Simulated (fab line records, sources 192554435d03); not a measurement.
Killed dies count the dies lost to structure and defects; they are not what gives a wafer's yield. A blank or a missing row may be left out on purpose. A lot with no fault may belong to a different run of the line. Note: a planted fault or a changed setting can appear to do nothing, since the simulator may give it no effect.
Chamber matching + flow n5 finfet + N5_FIN_SAQP_SPACER2_ETCHBACK_29 on rie diel-03 has 4 sister chambers
The step etches SiO2 in CHF3/O2, target depth 12.2 nm, time 6.1 s. 4 wafers are shown with their chamber, then 9 later ones without.

== WAFERS WITH THEIR CHAMBER ==
| wafer  | chamber | throttle valve pct (%) |
|--------|---------|------------------------|
| L082.4 | 2       | 18.87                  |
| L083.2 | 0       | 19.19                  |
| L083.4 | 1       | 19.17                  |
| L083.5 | 3       | 18.76                  |

== WAFERS WITH NO CHAMBER GIVEN ==
| wafer  | throttle valve pct (%) |
|--------|------------------------|
| L088.2 | 19.20                  |
| L088.3 | 18.89                  |
| L088.5 | 19.20                  |
| L094.4 | 19.20                  |
| L094.5 | 19.23                  |
| L094.6 | 18.80                  |
| L096.1 | 18.82                  |
| L096.2 | 19.26                  |
| L096.3 | 19.24                  |

== CHAMBER TAKEN BY EACH ==
| wafer  | from the rows above     | in truth |
|--------|-------------------------|----------|
| L088.2 | can't be placed: 0 or 1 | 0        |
| L088.3 | 2                       | 2        |
| L088.5 | can't be placed: 0 or 1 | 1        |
| L094.4 | can't be placed: 0 or 1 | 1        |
| L094.5 | can't be placed: 0 or 1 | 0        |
| L094.6 | can't be placed: 3 or 2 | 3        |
| L096.1 | can't be placed: 2 or 3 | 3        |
| L096.2 | can't be placed: 0 or 1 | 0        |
| L096.3 | can't be placed: 0 or 1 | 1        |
Correctly placed: 1 of 9. Can't be placed from these rows: 8 (the true chamber is among the candidates in 8). 0 placed wrongly.
How it was worked out, from the rows above alone: a wafer's distance from a chamber is the root of the sum, over the readings, of the square of ((its reading less the chamber's mean) divided by the reading's scatter). The wafer belongs to the nearest chamber; if the next one is less than 2 further off, it can't be placed. Each chamber's mean is taken over the wafers shown for it. The scatter: with one shown wafer a chamber, the root of the mean of the squares of how far each hidden wafer lies from its nearest shown one.
